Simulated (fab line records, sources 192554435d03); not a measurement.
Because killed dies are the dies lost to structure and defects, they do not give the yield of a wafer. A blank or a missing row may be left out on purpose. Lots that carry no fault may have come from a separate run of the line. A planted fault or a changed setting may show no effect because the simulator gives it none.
fab line records + flow n5-finfet
[record]
- lots = 4
- wafers = 10
- last-day = 17
route steps=1938 shown DUMMY_GATE@246 SPACER0@258 SD_EPI_N@262 BEOL_M4@1111
lots with no fault: from the same line, run without faults
start-h: the number of hours between the record's first day and the start of the first shown wafer of the lot + wait-h: how many hours have passed since the lot's step before this one + " as in the row above + L1.1+2: a row that stands for several wafers + - value missing, or start not given + * or withheld: withheld + < > ~ a bound
route shown NAME@n: NAME is a module with steps in the file, n the number in the route of the first one + usual: the fault-free wafers' mean and standard deviation + same: alike in all rows + chamber/n: place in a boat + sites: each site's reading + _std_site: standard deviation of those values + _edge_site: mean of outer sites minus mean of inner sites + radius-mm: how far each site lies from the wafer's centre + mask NAME#n: copy n + behind: tool/chamber where the wafer was last shaped + hold: why the lot was held/for how many hours/how that ended + device: which transistor (n, p or np) failed to switch + end of line: at the end of the route, the tests of the same wafers + step lacking rows: just its recipe + killed: not the wafer's yield, but the dies lost to structure and defects at the first sort + map: dies across one wafer; x = killed, . = not, _ = none there
set.NAME: the setting the step ran with; set.NAME@STEP: the setting that earlier step ran with + model.NAME: the simulator's own value behind a step, which no gauge read
a table for each step, a row for each wafer; lots at some steps of the route
[[steps]]
[step N5_DUMMY_GATE_ETCH_32]
[recipe]
- chemistry = CF4
- target = SiO2
- target-depth-a = 35
- time-s = 3.9
- ion-energy-ev = 350
- pressure-mtorr = 10
- icp-w = 800
- bias-w = 400
- cf4-flow-sccm = 80
[step N5_DUMMY_GATE_ETCH_23]
[recipe]
- chemistry = HBr/Cl2/O2
- HBr_flow_sccm = 150
- Cl2_flow_sccm = 80
- O2_flow_sccm = 12
- bias-w = 102
- target-depth-a = 410
- time-s = 22.3
- target = poly-Si
- mask-material = SiO2
- pressure-mtorr = 10
- icp-w = 800
[step N5_DUMMY_GATE_ETCH_44]
[recipe]
- chemistry = HBr/O2
- over-etch-frac = 0.7
- target-depth-a = 1275
- stop-on = SiO2
- ion-energy-ev = 60
- bias-w = 20
- target = poly-Si
- mask-material = SiO2
- pressure-mtorr = 20
- icp-w = 400
- HBr_flow_sccm = 120
- O2_flow_sccm = 10
[step N5_DUMMY_GATE_ETCH_42]
[recipe]
- chemistry = CHF3/O2
- target = SiO2
- target-depth-a = 35
- time-s = 31
- ion-energy-ev = 30
- bias-w = 12
- pressure-mtorr = 30
- source-w = 600
- Ar_flow_sccm = 200
- CHF3_flow_sccm = 50
- O2_flow_sccm = 5
[step N5_DUMMY_GATE_STRIP_48]
[recipe]
- chemistry = N2/H2
- time-s = 20
- power-w = 100
- temp-c = 40
- pressure-mtorr = 100
- rf-frequency-hz = 6e+07
- bias-power-w = 3
- n2-flow-sccm = 300
- h2-flow-sccm = 300
[step N5_DUMMY_GATE_PRECLEAN_33]
[recipe]
- chemistry = dHF
- time-s = 10
- dilution = 750:1
- temp-c = 25
[step N5_DUMMY_GATE_PRECLEAN_25]
[recipe]
- chemistry = O3/DIW
- time-s = 45
- temp-c = 22
- o3-ppm = 10
[step N5_DUMMY_GATE_PRECLEAN_51]
[recipe]
- chemistry = SC2
- time-s = 45
- temp-c = 35
- mix = 1:1:50
[step N5_DUMMY_GATE_SRD_26]
[recipe]
- dry = ipa-marangoni
- time-s = 30
- temp-c = 23
- rinse-liquid = diw
[step N5_DUMMY_GATE_UV_OZONE_45]
[recipe]
- time-s = 120
- pressure-torr = 760
- temp-c = 25
[step N5_SPACER0_ALD_07]
[recipe]
- material = SiNx
- target-thk-a = 20
- temp-c = 400
- ald-precursor-family = SiH2I2
- ald-co-reactant = N2/H2-plasma
- pressure-torr = 2
[usual]
- heater-power-w = 833/51
| lot.wafer | tool       | chamber | start-h | wait-h | heater-power-w | since-wet-clean-h | model.SiNx_of_SPACER0_ALD_07.thk-nm |
|-----------|------------|---------|---------|--------|----------------|-------------------|-------------------------------------|
| L911.1    | ald-sin-02 | 3       | 71.14   | 0.0    | 820            | 168               | 2                                   |
| L911.2    | "          | 0       | "       | "      | 896            | 168               | 2                                   |
| L911.4    | "          | 1       | "       | "      | 801            | 168               | 2                                   |
| L913.1    | ald-sin-02 | 0       | 87.30   | 0.8    | 913            | 184               | 1.4                                 |
| L913.5    | "          | 1       | "       | "      | 811            | -                 | 1.6                                 |
| L914.3    | ald-sin-02 | 3       | 89.17   | 0.0    | 811            | 186               | 2                                   |
| L914.5    | "          | 0       | "       | "      | 928            | -                 | 1.4                                 |
| L925.4    | ald-sin-02 | 2       | 162.07  | 0.7    | 769            | 259               | 2                                   |
| L925.5    | "          | 3       | "       | "      | 801            | -                 | 2                                   |
| L925.6    | "          | 0       | "       | "      | 929            | -                 | 2                                   |
[step N5_SPACER0_ALD_00]
[recipe]
- material = SiOCN
- target-thk-a = 35
- temp-c = 400
- ald-precursor-family = alkyl-aminosilane
- ald-co-reactant = O2/N2-plasma
- pulse-time-s = 3
- purge-time-s = 2
- co-reactant-purge-time-s = 2
- ald-cycles = 58
- pressure-torr = 2
[step N5_SPACER0_ALD_08]
[recipe]
- material = SiNx
- target-thk-a = 20
- temp-c = 400
- ald-precursor-family = SiH2I2
- ald-co-reactant = N2/H2-plasma
- pressure-torr = 2
[step N5_SD_EPI_N_COAT_32]
[recipe]
- resist = SOC
- temp-c = 250
- time-s = 60
- spin-rpm = 1500
- resist-thk-nm = 350
[step N5_SD_EPI_N_COAT_33]
[recipe]
- resist = SiARC
- temp-c = 220
- time-s = 60
- spin-rpm = 1500
- resist-thk-nm = 35
[step N5_SD_EPI_N_COAT_03]
[recipe]
- resist = CAR-ArF-block
- spin-rpm = 1500
- resist-thk-nm = 150
[step N5_SD_EPI_N_EBR_05]
[recipe]
- solvent = PGMEA
- ebr-width-mm = 1.5
[step N5_SD_EPI_N_SOFTBAKE_04]
[recipe]
- temp-c = 110
- time-s = 60
- resist = CAR-ArF-block
[step N5_SD_EPI_N_EXPOSE_06]
[recipe]
- mask-id = SD_N_BLK
- na = 1.35
- source-shape = conventional
- sigma-outer = 0.8
- polarization = unpolarized
- target-cd-nm = 120
- dose-mj = 39.75
[step N5_SD_EPI_N_PEB_07]
[recipe]
- peb-temp-c = 110
- peb-time-s = 60
- resist = CAR-ArF-block
[step N5_SD_EPI_N_DEVELOP_08]
[recipe]
- develop-time-s = 30
- developer = TMAH
- resist = CAR-ArF-block
- dev-temp-c = 23
- rinse-liquid = diw
- dry = air-spin
[step N5_SD_EPI_N_DESCUM_14]
[recipe]
- chemistry = O2
- time-s = 7.9
- source-power-w = 50
- bias-power-w = 20
- pressure-mtorr = 20
- rf-frequency-hz = 2.712e+07
- temp-c = 40
- resist = CAR-ArF-block
- o2-flow-sccm = 225
[step N5_SD_EPI_N_ETCH_34]
[recipe]
- chemistry = CF4
- target = SiARC
- target-depth-a = 455
- mask-material = CAR-ArF-block
- time-s = 75.8
- ion-energy-ev = 80
- pressure-mtorr = 40
- source-w = 545
- bias-w = 36
- Ar_flow_sccm = 100
- cf4-flow-sccm = 100
- ends = cleared
[step N5_SD_EPI_N_ETCH_35]
[recipe]
- chemistry = N2/H2
- target = SOC
- overetch-a = 1080
- mask-material = SiARC
- temp-c = 40
- ion-energy-ev = 100
- source-w = 3000
- bias-w = 133
- pressure-mtorr = 20
- time-s = 486
- n2-flow-sccm = 200
- h2-flow-sccm = 200
[step N5_SD_EPI_N_STRIP_36]
[recipe]
- chemistry = N2/H2
- temp-c = 40
- n2-flow-sccm = 200
- h2-flow-sccm = 200
- rf-frequency-hz = 6e+07
[step N5_SD_EPI_N_ETCHBACK_44]
[recipe]
- chemistry = CH3F/O2
- mode = anisotropic-etchback
- target = SiNx
- target-depth-a = 145
- stop-on = SiO2
- over-etch-frac = 0.3
- ion-energy-ev = 120
- pressure-mtorr = 30
- source-w = 395
- bias-w = 73
- Ar_flow_sccm = 150
- CH3F_flow_sccm = 30
- O2_flow_sccm = 20
[step N5_SD_EPI_N_ETCH_45]
[recipe]
- chemistry = CH3F/O2
- target = SiOCN
- target-depth-a = 60
- mask-material = SOC
- ion-energy-ev = 60
- bias-w = 29
- pressure-mtorr = 15
- source-w = 410
- Ar_flow_sccm = 150
- CH3F_flow_sccm = 30
- O2_flow_sccm = 20
[step N5_SD_EPI_N_ETCH_16]
[recipe]
- chemistry = CHF3/O2
- target = SiO2
- target-depth-a = 50
- mask-material = SOC
- pressure-mtorr = 30
- source-w = 650
- bias-w = 170
- Ar_flow_sccm = 200
- CHF3_flow_sccm = 50
- O2_flow_sccm = 5
- ion-energy-ev = 200
[step N5_SD_EPI_N_STRIP_47]
[recipe]
- chemistry = CHF3/O2
- resist = SiARC
- rf-frequency-hz = 6e+07
[step N5_SD_EPI_N_SD_RECESS_17]
[recipe]
- chemistry = HBr/Cl2/O2
- target-depth-a = 410
- mask-material = SOC
- time-s = 23.7
- bt-time-s = 3
- pressure-mtorr = 10
- icp-w = 800
- bias-w = 112
- HBr_flow_sccm = 150
- Cl2_flow_sccm = 80
- O2_flow_sccm = 12
[step N5_SD_EPI_N_STRIP_38]
[recipe]
- chemistry = N2/H2
- power-w = 1000
- temp-c = 250
- h2-frac = 0.65
- overash-fraction = 0.3
- pressure-mtorr = withheld
- n2-flow-sccm = 1750
- h2-flow-sccm = 3250
[step N5_SD_EPI_N_WET_ETCH_43]
[recipe]
- chemistry = dHF
- dilution = withheld
- time-s = 14
- target = SiO2
- target-depth-a = 15
- temp-c = 25
[step N5_SD_EPI_N_STRIP_18]
[recipe]
- chemistry = SPM
- time-s = 750
- temp-c = 130
- h2so4-h2o2-vol-ratio = 4
[step N5_SD_EPI_N_SRD_20]
[recipe]
- dry = ipa-marangoni
- do-ppb = 5
- time-s = 30
- temp-c = 23
- rinse-liquid = diw
[step N5_SD_EPI_N_PRECLEAN_48]
[recipe]
- chemistry = NF3:NH3
- afs-cycles = 2
- temp-c = 30
- time-s = 20
- sublimation-temp-c = 180
- sublimation-time-s = 60
- pressure-torr = 3
- rf-power-w = 30
[step N5_SD_EPI_N_VAPOR_ETCH_50]
[recipe]
- chemistry = HCl
- target = Si
- temp-c = 775
- time-s = 54
- pressure-torr = 20
- mode = isotropic
[step N5_BEOL_M4_RC_MEAS_101]
[usual]
- DIBL_N = 36.2/1.6
- DIBL_P = 36.1/2
- IOFF_N = 0.16/0.032
- IOFF_P = 0.22/0.036
- ION_N = 672/11
- ION_P = 463/7.5
- REXT_N = 74.9/1.6
- REXT_P = 100.6/2.4
- SS_N = 71.4/0.58
- SS_P = 73.2/0.67
- VT_N = 250/3.3
- VT_P = -250/3.3
| lot.wafer | tool      | chamber | start-h | wait-h | DIBL_N[mV/V] | DIBL_P[mV/V] | IOFF_N[nA/um] | IOFF_P[nA/um] | ION_N[uA/um] | ION_P[uA/um] | REXT_N[ohm.um] | REXT_P[ohm.um] | SS_N[mV/dec] | SS_P[mV/dec] | VT_N[mV] | VT_P[mV] |
|-----------|-----------|---------|---------|--------|--------------|--------------|---------------|---------------|--------------|--------------|----------------|----------------|--------------|--------------|----------|----------|
| L911.1    | prober-01 | 0       | 197.43  | 0.0    | 36.9         | 34.6         | 0.15          | 0.19          | 671          | 463          | 74.5           | 103.0          | 71.6         | 72.6         | 247      | -249     |
| L911.2    | "         | 0       | "       | "      | 37.2         | 33.6         | 0.15          | 0.19          | 659          | 451          | 72.3           | 99.8           | 71.4         | 72.3         | 248      | -252     |
| L911.4    | "         | 0       | "       | "      | 35.8         | 33.3         | 0.13          | 0.19          | 661          | 459          | 73.5           | 100.2          | 70.7         | 72.9         | 250      | -249     |
| L914.3    | prober-02 | 0       | 213.76  | 0.3    | 35.7         | 36.1         | 0.17          | 0.19          | 671          | 453          | 74.2           | 97.5           | 71.5         | 73.5         | 248      | -253     |
| L914.5    | "         | 0       | "       | "      | 37.3         | 36.7         | 0.18          | 0.22          | 680          | 464          | 68.5           | 91.3           | 71.6         | 73.5         | 249      | -253     |
| L913.1    | prober-02 | 0       | 217.67  | 0.0    | 39.6         | 40.0         | 0.21          | 0.28          | 704          | 481          | 71.1           | 94.2           | 71.8         | 73.2         | 246      | -246     |
| L913.5    | "         | 0       | "       | "      | 38.3         | 37.0         | 0.18          | 0.22          | 684          | 474          | 69.9           | 94.0           | 72.3         | 72.1         | 251      | -249     |
| L925.4    | prober-02 | 0       | 286.61  | 0.5    | 35.9         | 37.0         | 0.17          | 0.26          | 681          | 466          | 73.5           | 100.8          | 71.5         | 73.2         | 247      | -246     |
| L925.5    | "         | 0       | "       | "      | 33.8         | 34.1         | 0.13          | 0.22          | 665          | 465          | 74.5           | 98.3           | 71.0         | 72.9         | 252      | -248     |
| L925.6    | "         | 0       | "       | "      | 34.6         | 34.7         | 0.16          | 0.22          | 689          | 476          | 73.1           | 99.8           | 71.1         | 72.6         | 249      | -248     |
[[key]]
[first-sign]
- step = N5_BEOL_M4_RC_MEAS_101
- reading = REXT_N
- direction = down
- sigmas = 3.3
- usual = 74.9
- struck = 69.8
[effect]
- step = N5_BEOL_M4_RC_MEAS_101
- reading = REXT_P
- direction = down
- sigmas = 3.1
- usual = 100.6
- struck = 93.2
[model-effect]
- step = N5_SPACER0_ALD_07
- value = SiNx_of_SPACER0_ALD_07.thk-nm
- without = 2
- struck = 1.467
met-at N5_SPACER0_ALD_07
struck-wafers L913.1,L913.5,L914.5
onset-between 71.14 87.30
[fault]
- kind = process-parameter-drift
- tool = ald-sin-02
- chamber = -
- onset-h = 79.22
- steps = N5_SPACER0_ALD_07
- channel = target-thk-a
- offset = *
- shape = step
- end-h = 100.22
- scope = struck-wafers-only
- acts-in = *
- stated = *
